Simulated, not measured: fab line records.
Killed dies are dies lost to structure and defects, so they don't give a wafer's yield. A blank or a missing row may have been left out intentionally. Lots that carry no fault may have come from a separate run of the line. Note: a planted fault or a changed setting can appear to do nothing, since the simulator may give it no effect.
Problem report in the 8D (eight disciplines) form, filled by code    flow nand-harc    the parts of the form that need people (team, actions taken, sign-off) are left out

## 1. THE PROBLEM
At NHARC_END_SORT_01, sort-rim-yield-pct averages 65.3 % over 6 wafers from 2 lots, while fault-free wafers read 97.7 %, standard deviation 1.5. That is -22 standard deviations from the usual mean.
Earliest sighting: wafer L184.4 on prober-01 at day 22 08:44. The record holds 24 wafers of 8 lots with a number at this step. Rule for "out" (also "out of limits"): further than 4 standard deviations from the usual mean. Any other wafer with a number is counted as sound.

## 2. WHAT IT IS, AND WHAT IT ISN'T
question                     is                                                                                                                                                   is not
which readings at this step  sort-rim-yield-pct, defect-limited-yield, killed-at-array, killed-dies, sort_bin_2_pct, sort_bin_3_pct, sort_bin_4_pct, sort-n-pass, sort-yield-pct  killed-at-other, killed-at-periphery, killed-open, killed-short
which lots                   L184, L185                                                                                                                                           L175, L176, L178, L181, L190, L194
which wafers of those lots   all that have a number                                                                                                                               -
read on which gauges         prober-01, prober-02                                                                                                                                 -
when                         from day 22 08:44                                                                                                                                    up to then (12 sound wafers); but 6 sound wafers of L190, L194 came after

## 3. SUSPECTS, AND WHAT RULES EACH OUT
Counting: a tool at a process step up to the reading stays a suspect if it ran every lot that is out and no sound lot after the first of them.
- the gauge at NHARC_END_SORT_01: ruled out. Those wafers that are out were read across 2 gauges (prober-01, prober-02).
- cmp-02 at NHARC_A_M1_CMP_23 (polishes, t overpolish 20 s, target thk 154.34 nm): kept. It ran every lot that is out, first L184 (day 20 06:52), and no sound lot after that; its last sound lot up to then is L175 (day 17 15:58).
- grinder-01 at NHARC_THIN_TSV_GRIND_00: ruled out as a lasting fault. The sound lots L190, L194 went through it after L184, its earliest lot that is out (day 21 04:36).
Remaining after the count: cmp-02 at NHARC_A_M1_CMP_23.

## 4. THE CAUSE (what the simulator had put in)
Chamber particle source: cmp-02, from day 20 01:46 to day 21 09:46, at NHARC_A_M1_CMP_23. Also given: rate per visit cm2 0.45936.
Only this tool survived the counting.

## 5. SEQUENCE OF EFFECTS, ordered by route
Rows list readings where the struck wafers' mean (over those with a number) sits beyond 3 standard deviations from the usual. Readings are gone through only where the record gives a usual standard deviation; hours: the median, over the lots, of the time from a lot's start at the first step in this table giving one to that lot's start at this step; sigmas: the change measured in usual standard deviations.
hours  step               reading               usual   on struck wafers  change  sigmas
0      NHARC_END_SORT_01  defect-limited-yield  94.9 %  61.6              -33.3   -20
0      NHARC_END_SORT_01  killed-at-array       31      258               +227    +19
0      NHARC_END_SORT_01  killed-dies           35      260               +225    +19
0      NHARC_END_SORT_01  sort_bin_2_pct        1.6 %   12.2              +10.6   +15
0      NHARC_END_SORT_01  sort_bin_3_pct        0.28 %  2.59              +2.31   +10
0      NHARC_END_SORT_01  sort_bin_4_pct        3.3 %   23.6              +20.3   +17
0      NHARC_END_SORT_01  sort-n-pass           642     417               -225    -19
0      NHARC_END_SORT_01  sort-rim-yield-pct    97.7 %  65.3              -32.4   -22
0      NHARC_END_SORT_01  sort-yield-pct        94.9 %  61.6              -33.3   -20

## 6. WHAT WOULD HAVE CAUGHT IT SOONER
The first out-of-limits reading at a measuring or inspecting step in this record came at day 22 08:44, 55 hours after the fault's start at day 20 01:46.
No tool reading at NHARC_A_M1_CMP_23 that has a usual standard deviation in the record was out on any struck wafer, so an alarm limit of 4 standard deviations on those readings would not have fired.
All the lots that are out (2) had begun NHARC_A_M1_CMP_23 on cmp-02 by day 22 08:44. Had the tool been put on hold then, not one of them would have been saved.
